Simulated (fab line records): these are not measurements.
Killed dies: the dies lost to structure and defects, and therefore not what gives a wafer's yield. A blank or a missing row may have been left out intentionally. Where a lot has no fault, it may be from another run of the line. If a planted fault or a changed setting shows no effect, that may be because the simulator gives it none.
Which tool was responsible? | flow n5_finfet | Sampling: 10 lots, 30 wafers, 6 of 1938 route steps

## WHAT THE GAUGES SHOWED, per wafer
N5_BEOL_M3_RS_MEAS_58: uses a four-point probe to measure. Usual: for M3_RS the level is 0.67 ohm/sq and the standard deviation is 0.031.
lot  | measured     | on            | M3_RS (ohm/sq) | flag
L320 | day 7 18:29  | film_metro-02 | 0.65 0.66 0.67 |
L321 | day 8 07:36  | film_metro-01 | 0.65 0.72 0.64 |
L322 | day 8 14:21  | film_metro-02 | 0.70 0.71 0.66 |
L325 | day 9 08:49  | film_metro-01 | 0.67 0.70 0.66 |
L327 | day 9 20:27  | film_metro-01 | 0.68 0.70 0.59 |
L333 | day 11 02:46 | film_metro-02 | 0.62 0.68 0.68 |
L331 | day 11 03:29 | film_metro-02 | 0.72 0.67 0.64 |
L341 | day 13 03:41 | film_metro-01 | 0.70 0.67 0.62 |
L339 | day 13 04:53 | film_metro-02 | 0.69 0.71 0.68 |
L340 | day 13 08:17 | film_metro-02 | 0.64 0.62 0.62 |

N5_BEOL_M4_INSPECT_13: inspects for defects (brightfield). Usual: 404 for raw_defect_count, sd 110.
lot  | measured     | on                | raw_defect_count | flag
L320 | day 7 21:18  | defect_inspect-01 | 508 340 349      |
L321 | day 8 08:43  | defect_inspect-02 | 445 433 375      |
L322 | day 8 19:08  | defect_inspect-01 | 384 310 354      |
L325 | day 9 11:32  | defect_inspect-02 | 492 418 556      |
L327 | day 9 21:11  | defect_inspect-01 | 798 831 960      | OFF
L333 | day 11 04:10 | defect_inspect-01 | 368 295 291      |
L331 | day 11 06:24 | defect_inspect-01 | 654 621 515      |
L341 | day 13 04:40 | defect_inspect-02 | 335 424 473      |
L339 | day 13 05:52 | defect_inspect-01 | 345 276 213      |
L340 | day 13 09:14 | defect_inspect-02 | 303 512 321      |

N5_BEOL_M4_RC_MEAS_101. Usual: DIBL_N 37.0 mV/V, standard deviation 1.7; DIBL_P 36.7 mV/V, standard deviation 2; IOFF_N 0.17 nA/um, standard deviation 0.035; IOFF_P 0.22 nA/um, standard deviation 0.035; ION_N 672 uA/um, standard deviation 12; ION_P 461 uA/um, standard deviation 7.5; SS_N 71.6 mV/dec, standard deviation 0.67; SS_P 73.4 mV/dec, standard deviation 0.64; VT_N 250 mV, standard deviation 3.5; VT_P -250 mV, standard deviation 3.5.
lot  | measured     | on        | DIBL_N (mV/V)  | DIBL_P (mV/V)  | IOFF_N (nA/um) | IOFF_P (nA/um) | ION_N (uA/um) | ION_P (uA/um) | SS_N (mV/dec)  | SS_P (mV/dec)  | VT_N (mV)   | VT_P (mV)      | flag
L320 | day 8 08:05  | prober-01 | 38.7 37.0 35.7 | 41.7 39.1 36.9 | 0.22 0.16 0.14 | 0.27 0.20 0.18 | 674 664 645   | 463 454 445   | 72.6 73.0 72.5 | 75.0 73.4 73.1 | 248 254 256 | -248 -251 -253 |
L321 | day 8 19:19  | prober-02 | 37.0 37.2 36.3 | 36.5 36.3 36.4 | 0.17 0.19 0.18 | 0.25 0.25 0.25 | 665 675 685   | 462 467 473   | 71.7 72.0 71.3 | 73.2 73.1 73.8 | 249 245 244 | -244 -246 -247 |
L322 | day 9 00:58  | prober-01 | 37.8 36.9 35.3 | 36.6 35.6 33.9 | 0.17 0.15 0.12 | 0.21 0.19 0.18 | 675 657 650   | 459 451 447   | 71.3 71.4 70.9 | 73.5 73.4 72.8 | 247 247 252 | -249 -249 -250 |
L325 | day 9 21:30  | prober-01 | 36.4 38.4 38.2 | 35.2 37.3 37.7 | 0.15 0.18 0.18 | 0.18 0.22 0.23 | 681 685 691   | 461 458 469   | 71.3 72.1 72.2 | 72.5 72.7 73.2 | 251 248 249 | -253 -252 -252 |
L327 | day 10 03:26 | prober-01 | 36.7 36.6 36.5 | 37.4 37.3 36.7 | 0.17 0.16 0.15 | 0.20 0.20 0.20 | 681 673 662   | 467 464 454   | 71.9 71.7 71.5 | 74.2 73.3 73.5 | 252 252 254 | -252 -256 -253 |
L333 | day 11 10:03 | prober-02 | 37.9 37.5 35.4 | 37.6 37.4 35.6 | 0.20 0.17 0.14 | 0.24 0.24 0.21 | 662 668 665   | 461 462 464   | 72.1 71.8 71.1 | 73.2 73.2 73.1 | 247 249 251 | -247 -250 -249 |
L331 | day 11 13:06 | prober-01 | 34.3 31.9 33.6 | 34.0 31.3 33.3 | 0.12 0.09 0.11 | 0.17 0.13 0.16 | 666 649 664   | 456 452 456   | 70.6 69.8 70.4 | 72.4 71.8 72.3 | 254 256 254 | -257 -259 -257 |
L341 | day 13 12:05 | prober-02 | 37.0 35.9 39.1 | 35.8 34.6 38.2 | 0.15 0.13 0.19 | 0.21 0.19 0.25 | 680 658 690   | 467 460 470   | 71.1 70.7 72.1 | 73.7 72.8 73.5 | 250 251 246 | -247 -250 -248 |
L339 | day 13 14:22 | prober-02 | 36.6 39.4 38.0 | 36.8 40.1 38.7 | 0.13 0.18 0.15 | 0.17 0.21 0.19 | 658 662 664   | 447 452 454   | 71.6 72.6 71.6 | 73.4 73.8 74.3 | 256 249 253 | -257 -251 -254 |
L340 | day 14 10:43 | prober-02 | 35.5 36.0 35.8 | 34.4 35.2 34.2 | 0.15 0.16 0.14 | 0.20 0.22 0.20 | 675 678 664   | 467 466 461   | 72.0 71.8 71.2 | 73.6 73.5 73.1 | 250 246 251 | -250 -249 -252 |

## TOOL THAT RAN EACH LOT (tool first, then ch and the chambers of the sampled wafers, then the start)
lot  | N5_BEOL_M3_SPUTTER_94        | N5_BEOL_M3_ANNEAL_51             | N5_BEOL_M4_PECVD_72
L320 | pvd_sputter-01, day 7 17:13  | rtp_anneal-02 ch 0, day 7 17:43  | pecvd-02 ch 0,2, day 7 18:39
L321 | pvd_sputter-01, day 8 04:29  | rtp_anneal-01 ch 0, day 8 04:54  | pecvd-02 ch 1,2, day 8 07:46
L322 | pvd_sputter-03, day 8 12:56  | rtp_anneal-01 ch 0, day 8 13:27  | pecvd-01 ch 0,1, day 8 14:31
L325 | pvd_sputter-01, day 9 06:44  | rtp_anneal-01 ch 0, day 9 07:50  | pecvd-02 ch 0, day 9 09:00
L327 | pvd_sputter-02, day 9 19:11  | rtp_anneal-02 ch 0, day 9 19:36  | pecvd-01 ch 1,2, day 9 20:37
L333 | pvd_sputter-03, day 11 01:29 | rtp_anneal-02 ch 0, day 11 01:57 | pecvd-02 ch 0,2, day 11 02:55
L331 | pvd_sputter-01, day 11 02:00 | rtp_anneal-02 ch 0, day 11 02:38 | pecvd-02 ch 0,1,2, day 11 03:39
L341 | pvd_sputter-02, day 13 02:15 | rtp_anneal-02 ch 0, day 13 02:53 | pecvd-02 ch 0,1,2, day 13 03:51
L339 | pvd_sputter-01, day 13 03:37 | rtp_anneal-01 ch 0, day 13 04:04 | pecvd-04 ch 1,2, day 13 05:02
L340 | pvd_sputter-02, day 13 07:01 | rtp_anneal-02 ch 0, day 13 07:31 | pecvd-04 ch 0,1,2, day 13 08:28
- N5_BEOL_M3_SPUTTER_94: material Cu, target thk 4.5 nm, time 8.29 s.
- N5_BEOL_M3_ANNEAL_51: time 90 s.
- N5_BEOL_M4_PECVD_72: deposits SiO2 from TEOS/O2, target thk 16 nm, time 18 s.

## WHAT THE TOOLS THEMSELVES READ (means of the sampled wafers that have a number; where no wafer has one, the mark that the record gives instead)
N5_BEOL_M3_SPUTTER_94. Usual: 30.1 % for throttle_valve_pct, sd 1.1.
lot  | tool           | throttle_valve_pct (%) | flag
L320 | pvd_sputter-01 | 29.3                   |
L321 | pvd_sputter-01 | 29.8                   |
L322 | pvd_sputter-03 | 29.9                   |
L325 | pvd_sputter-01 | 29.6                   |
L327 | pvd_sputter-02 | 30.5                   |
L333 | pvd_sputter-03 | 30.7                   |
L331 | pvd_sputter-01 | 29.0                   |
L341 | pvd_sputter-02 | 30.7                   |
L339 | pvd_sputter-01 | 29.8                   |
L340 | pvd_sputter-02 | 30.6                   |

N5_BEOL_M3_ANNEAL_51. Usual: 225.76 for wafer_temp_C_max, sd 0.22.
lot  | tool          | wafer_temp_C_max | flag
L320 | rtp_anneal-02 | 225.63           |
L321 | rtp_anneal-01 | 225.92           |
L322 | rtp_anneal-01 | 226.20           |
L325 | rtp_anneal-01 | 225.96           |
L327 | rtp_anneal-02 | 225.73           |
L333 | rtp_anneal-02 | 225.75           |
L331 | rtp_anneal-02 | 225.76           |
L341 | rtp_anneal-02 | 225.66           |
L339 | rtp_anneal-01 | 225.80           |
L340 | rtp_anneal-02 | 225.62           |

N5_BEOL_M4_PECVD_72. Usual: heater_power_w 712 W, standard deviation 98; showerhead_plenum_p_Torr 8.79 Torr, standard deviation 0.07; throttle_valve_pct 22.5 %, standard deviation 1.4.
lot  | tool     | heater_power_w (W) | showerhead_plenum_p_Torr (Torr) | throttle_valve_pct (%) | flag
L320 | pecvd-02 | 673                | 8.81                            | 21.8                   |
L321 | pecvd-02 | 701                | 8.75                            | 23.4                   |
L322 | pecvd-01 | 796                | 8.87                            | 23.3                   |
L325 | pecvd-02 | 732                | 8.88                            | 23.4                   |
L327 | pecvd-01 | 888                | 8.83                            | 23.2                   |
L333 | pecvd-02 | 666                | 8.80                            | 22.1                   |
L331 | pecvd-02 | 725                | 8.79                            | 23.3                   |
L341 | pecvd-02 | 741                | 8.80                            | 23.4                   |
L339 | pecvd-04 | 618                | 8.74                            | 21.5                   |
L340 | pecvd-04 | 636                | 8.75                            | 21.2                   |

## THE ANSWER, worked out from the rows above alone
Rule: a lot counts as off when the mean over its wafers that have a number is more than 3 standard deviations away from the usual mean. Also off: a lot with no number at a reading for which 4 or more lots have one. Any other lot the step has rows for is counted as sound. After the gauges, taken in route order, come the tools' own readings; for these a lot's mean is taken, as printed above. The first step at which some lot is off is used, and at that step the reading that is off furthest; a lot without a number counts as furthest.
Off, at N5_BEOL_M4_INSPECT_13 on raw_defect_count: L327.
A tool fits if, at a process step before that reading, it ran every lot that is off, and no sound lot after the first of them. The gauges at N5_BEOL_M4_INSPECT_13 are tried like those tools. One fits: pecvd-01 at N5_BEOL_M4_PECVD_72. A fault onset in the window from L322 (day 8 14:31, its last sound lot) to L327 (day 9 20:37, its first lot off) fits.

## WHAT THE SIMULATOR HAD PUT IN
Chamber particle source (pecvd-01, N5_BEOL_M4_PECVD_72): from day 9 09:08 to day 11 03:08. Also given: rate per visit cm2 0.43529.
Shown lots that were struck: L327. The rule above reached the same finding.
